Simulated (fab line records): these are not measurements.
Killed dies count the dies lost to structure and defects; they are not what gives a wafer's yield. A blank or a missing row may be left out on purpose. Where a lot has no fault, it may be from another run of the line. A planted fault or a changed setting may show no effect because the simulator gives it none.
Comparing a struck lot with a sound one + flow n5_finfet + 16 steps out of a route of 1938
Sound: these wafers, L620.1, L620.2, L620.3. Struck: wafer L629.1. (L629.4, L629.5 of the same lot were not struck and are left out.) The cause comes at the end.
Order at every step that has rows: each side's tool, ch and its chambers, its first start. Under that, the readings that differ: sound wafers + struck wafers + difference of the means + sigmas: that difference in standard deviations of wafers without a fault.
alike: same words and numbers on both sides, and readings whose means sit less than 2 such deviations apart. not compared: any withheld reading, any reading some wafer has no value for, any bound like >300 that may hide the same value, and any number with overlapping values for which the record gives no deviation.
Wherever a step has rows on one side only, a row that says differs or no value, or a row with sigmas, the two part there. When numbers do not overlap yet have no deviation, they are printed without sigmas and do not part them. A reading that every wafer of one side lacks parts them only if that side has two wafers or more.

first, 1 step without rows for these wafers: N5_DUMMY_GATE_ETCH_29 (etches underlayer in N2/H2, target depth 13 nm).
N5_DUMMY_GATE_ETCH_36: etches SiARC in CF4, target depth 13 nm.
  sound on rie_diel-06 ch 0,1,3, day 4 01:58; struck on rie_diel-06 ch 2, day 6 11:19
  alike: drypump_motor_current_A, mfc_ar_sccm, oes_product_au, rf_vpp_V, showerhead_plenum_p_Torr, throttle_valve_pct
  not compared: rf_hours_counter_h
N5_DUMMY_GATE_ETCH_37: etches SOC in N2/H2, target depth 60 nm, overetch 30 nm.
  sound on rie_diel-06 ch 0,1,3, day 4 02:01; struck on rie_diel-06 ch 2, day 6 11:21
  alike: drypump_motor_current_A, oes_product_au, rf_vpp_V, showerhead_plenum_p_Torr, throttle_valve_pct
  not compared: rf_hours_counter_h
then, 4 steps without rows for these wafers: N5_DUMMY_GATE_STRIP_38 (strips in N2/H2); N5_DUMMY_GATE_STRIP_39 (strips in N2/H2); N5_DUMMY_GATE_TRIM_49 (chemistry O2, time 29 s, target cd 14 nm); N5_DUMMY_GATE_STRIP_40 (strips in CF4).
N5_DUMMY_GATE_CD_MEAS_50 targets a cd of 14 nm.
  struck on cd_sem-02, day 6 11:36; sound on cd_sem-03, day 4 02:14
  alike: cd_nm
N5_DUMMY_GATE_ETCH_31: etches SiO2 in C4F6/O2, target depth 82.5 nm, time 27.5 s.
  sound on rie_diel-06 ch 1,2,3, day 4 02:17; struck on rie_diel-06 ch 3, day 6 11:39
  alike: drypump_motor_current_A, mfc_ar_sccm, oes_ar_750_au, oes_f_703_au, oes_o_777_au, oes_product_au, rf_vpp_V, showerhead_plenum_p_Torr, throttle_valve_pct
  not compared: rf_hours_counter_h
N5_DUMMY_GATE_STRIP_41: strips in O2.
  sound on rie_diel-06 ch 1,2,3, day 4 02:20; struck on rie_diel-06 ch 3, day 6 11:41
  alike: drypump_motor_current_A, oes_product_au, rf_vpp_V, showerhead_plenum_p_Torr, throttle_valve_pct
  not compared: rf_hours_counter_h
N5_DUMMY_GATE_HM_OPEN_21: chemistry CH3F/O2, target SiNx, target depth 120 nm, time 171.4 s.
  sound on rie_diel-06 ch 1,2,3, day 4 02:23; struck on rie_diel-06 ch 3, day 6 11:44
  alike: CH3F_flow_sccm, drypump_motor_current_A, mfc_ar_sccm, oes_ar_750_au, oes_f_703_au, oes_o_777_au, oes_product_au, rf_vpp_V, showerhead_plenum_p_Torr, throttle_valve_pct
  not compared: rf_hours_counter_h
then, 1 step without rows for these wafers: N5_DUMMY_GATE_ETCH_32 (etches SiO2 in CF4, target depth 3.5 nm, time 3.9 s).
N5_DUMMY_GATE_ETCH_23: etches poly-Si in HBr/Cl2/O2, target depth 41 nm, time 22.3 s.
  sound on rie_si-03 ch 1,2,3, day 4 02:34; struck on rie_si-03 ch 2, day 6 11:56
| reading                                       | sound             | struck | difference | sigmas |
|-----------------------------------------------|-------------------|--------|------------|--------|
| oes_product_au (a.u.)                         | 1.012 0.993 1.002 | 1.304  | +0.302     | +19    |
| model.etch.depth_nm (nm)                      | 40.56 41.23 40.85 | 58.89  | +18.01     |        |
| model.SiO2_of_DUMMY_GATE_PECVD_30.thk_nm (nm) | 38.4 38.8 39.4    | 38.2   | -0.7       |        |
  alike: drypump_motor_current_A, oes_o_777_au, throttle_valve_pct
  not compared: rf_hours_counter_h
N5_DUMMY_GATE_ETCH_44: etches poly-Si in HBr/O2, stops on SiO2, target depth 127.5 nm.
  sound on rie_si-03 ch 1,2,3, day 4 02:38; struck on rie_si-03 ch 2, day 6 11:59
| reading                                       | sound          | struck | difference | sigmas |
|-----------------------------------------------|----------------|--------|------------|--------|
| model.SiO2_of_DUMMY_GATE_PECVD_30.thk_nm (nm) | 37.4 37.8 38.4 | 37.2   | -0.7       |        |
  alike: drypump_motor_current_A, oes_product_au, throttle_valve_pct
  not compared: rf_hours_counter_h
N5_DUMMY_GATE_CD_MEAS_24 targets a cd of 15 nm.
  struck on cd_sem-03, day 6 12:06; sound on cd_sem-03, day 4 02:44
  alike: cd_nm
-- record jumps: 5 days separate the struck wafers' starts on either side; left off in module DUMMY_GATE, taken up again in module BEOL_M4, whose first shown step is the route's number 1111 --
N5_BEOL_M4_RC_MEAS_101:
  sound on prober-02 ch 0, day 8 23:11; struck on prober-01 ch 0, day 11 07:37
| reading        | sound             | struck | difference | sigmas |
|----------------|-------------------|--------|------------|--------|
| IOFF_P (nA/um) | 0.269 0.234 0.210 | 0.162  | -0.076     | -3     |
| VT_P (mV)      | -243 -248 -248    | -258   | -12        | -4     |
  alike: DIBL_N, DIBL_P, IOFF_N, ION_N, ION_P, SS_N, SS_P, VT_N

== WHERE THEY PART ==
At N5_DUMMY_GATE_ETCH_23 first; at N5_BEOL_M4_RC_MEAS_101 last (within this record only).

WHY: what had been put in by the simulator
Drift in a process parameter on rie_si-03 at N5_DUMMY_GATE_ETCH_23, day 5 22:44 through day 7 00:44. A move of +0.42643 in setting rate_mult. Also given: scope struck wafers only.
